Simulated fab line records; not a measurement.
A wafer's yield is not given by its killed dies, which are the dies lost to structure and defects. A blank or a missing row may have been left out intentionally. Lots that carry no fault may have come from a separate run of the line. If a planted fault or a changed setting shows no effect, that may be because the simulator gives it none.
Check for tools in common    flow nandHarc    Sampled: 2 lots, 6 wafers

## WHY THIS WAS OPENED
At NHARC_END_SORT_01 the reading killedAtArray is flagged on 2 of 2 lots. Fault-free wafers read 55, with a standard deviation of 17.
Rule: flag the lot when none of its wafers has a number, or when each of its wafers that has one lies beyond 4 standard deviations from that mean. As for the other lots, they are considered sound.

lot   measured      on         killedAtArray, wafer by wafer  flag
L541  day 29 06:59  prober-02  677 673 670                    FLAGGED
L542  day 29 18:31  prober-01  673 672 676                    FLAGGED
Average over the flagged lots: 674; offset from the usual +618, equal to +36 standard deviations.

## TOOL THAT RAN EACH LOT
4 process steps preceding the reading are held in the record, out of 1302 steps in the route. In each cell: the tool, then ch and the chambers that the sampled wafers went through, then the start.
lot   flag     NHARC_A_CONTACT_ETCH_30            NHARC_A_CONTACT_ETCH_134            NHARC_A_CONTACT_ETCH_136            NHARC_A_CONTACT_ETCH_137
L541  FLAGGED  rieDiel-06 ch 0,1,3, day 27 02:26  harCapEtch-03 ch 1, day 27 03:04    harCapEtch-03 ch 1, day 27 03:33    harCapEtch-03 ch 1, day 27 03:49
L542  FLAGGED  rieDiel-01 ch 1,2,3, day 27 15:19  harCapEtch-01 ch 0,1, day 27 15:55  harCapEtch-01 ch 0,1, day 27 16:23  harCapEtch-01 ch 0,1, day 27 16:40
What is done by these steps:
- NHARC_A_CONTACT_ETCH_30: etches the open film in CF4/CHF3, target depth 72.6 nm, time 36.3 s.
- NHARC_A_CONTACT_ETCH_134: etches the open film in C4F8/O2/Ar, time 140 s, target depth 700 nm.
- NHARC_A_CONTACT_ETCH_136: etches the open film in C4F8/O2/Ar, time 311 s, target depth 1912 nm.
- NHARC_A_CONTACT_ETCH_137: etches the open film in C4F8/O2/Ar, time 311 s, target depth 1912 nm.
- NHARC_END_SORT_01

## FLAGGED OVER TOTAL, TOOL BY TOOL (the gauges that took the reading come last)
step                      tool           lots run  flagged  share of the flagged lots  sound lots run after its first flagged lot
NHARC_A_CONTACT_ETCH_30   rieDiel-01     1         1        some                       0
NHARC_A_CONTACT_ETCH_30   rieDiel-06     1         1        some                       0
NHARC_A_CONTACT_ETCH_134  harCapEtch-01  1         1        some                       0
NHARC_A_CONTACT_ETCH_134  harCapEtch-03  1         1        some                       0
NHARC_A_CONTACT_ETCH_136  harCapEtch-01  1         1        some                       0
NHARC_A_CONTACT_ETCH_136  harCapEtch-03  1         1        some                       0
NHARC_A_CONTACT_ETCH_137  harCapEtch-01  1         1        some                       0
NHARC_A_CONTACT_ETCH_137  harCapEtch-03  1         1        some                       0
NHARC_END_SORT_01         prober-01      1         1        some                       0
NHARC_END_SORT_01         prober-02      1         1        some                       0

## WHAT IS ALLOWED BY THE TABLE
No row of the table ran every flagged lot.

## WHAT THE SIMULATOR HAD INSERTED
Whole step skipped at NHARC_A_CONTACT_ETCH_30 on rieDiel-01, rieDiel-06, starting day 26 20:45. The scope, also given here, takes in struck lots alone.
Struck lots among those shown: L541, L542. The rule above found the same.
